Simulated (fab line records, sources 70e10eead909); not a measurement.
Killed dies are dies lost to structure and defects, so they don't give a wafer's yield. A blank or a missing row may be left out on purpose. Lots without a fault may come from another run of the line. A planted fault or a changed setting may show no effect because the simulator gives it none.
Problem report in the 8D (eight disciplines) form, filled by code | flow nand_harc | the parts of the form that need people (team, actions taken, sign-off) are left out

1. THE PROBLEM
killed_at_array at NHARC_END_SORT_01 reads a mean of 131 on 1 wafer of 1 lot; wafers without a fault read 56 with a standard deviation of 18. That is +4.2 standard deviations from the usual mean.
First seen on wafer L943.5, day 30 15:55, on prober-01. The record holds 3 wafers of 1 lot with a number at this step. Rule for "out", or "out of limits": more than 4 standard deviations from the usual mean. The other wafers with a number count as sound.

2. WHAT IT IS AND WHAT IT IS NOT
question                    | is                | is not
which readings at this step | killed_at_array   | killed_at_other, killed_at_periphery, killed_open, killed_short
which lots                  | L943              | -
which wafers of those lots  | L943.5            | L943.2, L943.6
read on which gauges        | prober-01         | -
when                        | from day 30 15:55 | up to then (1 sound wafer); but 1 sound wafer of L943 came after

3. SUSPECTS, AND WHAT RULES EACH OUT
Counting: a tool at a process step up to the reading stays a suspect if it ran every lot that is out. Sound lots after the first of them don't rule it out here, since some wafers of a struck lot are sound.
- the gauge at NHARC_END_SORT_01: kept. All the wafers that are out were read on prober-01, and no step on other tools shows them out.
- wet_bench-04 at NHARC_A_WL_FILL_STRIP_28 (strips in post etch residue remover, time 1200 s): kept. It ran the lot that is out, L943 (day 25 21:45).
- rie_diel-11 at NHARC_A_BONDPAD_ETCH_24 (etches the open film in CF4/N2, target depth 30 nm, time 72.99 s): kept. It ran the lot that is out, L943 (day 30 13:32). NHARC_A_BONDPAD_ETCH_24 gives no start for some lots, so the hours and the order of its lots are those of NHARC_END_SORT_01.
- pvd_sputter-03 at NHARC_THIN_TSV_PRE_CLEAN_50 (time 30 s): kept. It ran the lot that is out, L943 (day 30 13:32). NHARC_THIN_TSV_PRE_CLEAN_50 gives no start for some lots, so the hours and the order of its lots are those of NHARC_END_SORT_01.
- Within rie_diel-11 at NHARC_A_BONDPAD_ETCH_24: the wafers that are out ran in chamber 3; their sound lot-mates ran in chambers 1, 2.
Left after counting: wet_bench-04 at NHARC_A_WL_FILL_STRIP_28, rie_diel-11 at NHARC_A_BONDPAD_ETCH_24, pvd_sputter-03 at NHARC_THIN_TSV_PRE_CLEAN_50, prober-01 at NHARC_END_SORT_01.

4. THE CAUSE (what the simulator had put in)
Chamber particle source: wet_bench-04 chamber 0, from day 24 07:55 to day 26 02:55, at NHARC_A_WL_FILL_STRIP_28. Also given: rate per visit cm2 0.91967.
Counting left 4 suspects, and this tool is among them.

5. THE CHAIN OF EFFECTS, in route order
Each row: a reading whose mean over the struck wafers that have a number lies more than 3 standard deviations from the usual. Only readings for which the record gives a usual standard deviation are gone through. hours: the time from each lot's start at the first step in this table that gives one to its start at this step, as a median over the lots. sigmas: the change in usual standard deviations.
hours | step              | reading         | usual | on struck wafers | change | sigmas
0     | NHARC_END_SORT_01 | killed_at_array | 56    | 131              | +75    | +4.2
0     | NHARC_END_SORT_01 | killed_dies     | 61    | 134              | +73    | +3.8

6. WHAT WOULD HAVE CAUGHT IT SOONER
In this record the first reading out of limits at a measuring or inspecting step was taken at day 30 15:55, 152 hours after the fault began at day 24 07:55.
All the lots that are out (1) had begun NHARC_A_WL_FILL_STRIP_28 on wet_bench-04 by day 30 15:55. A hold on the tool at that time would have spared none of them.
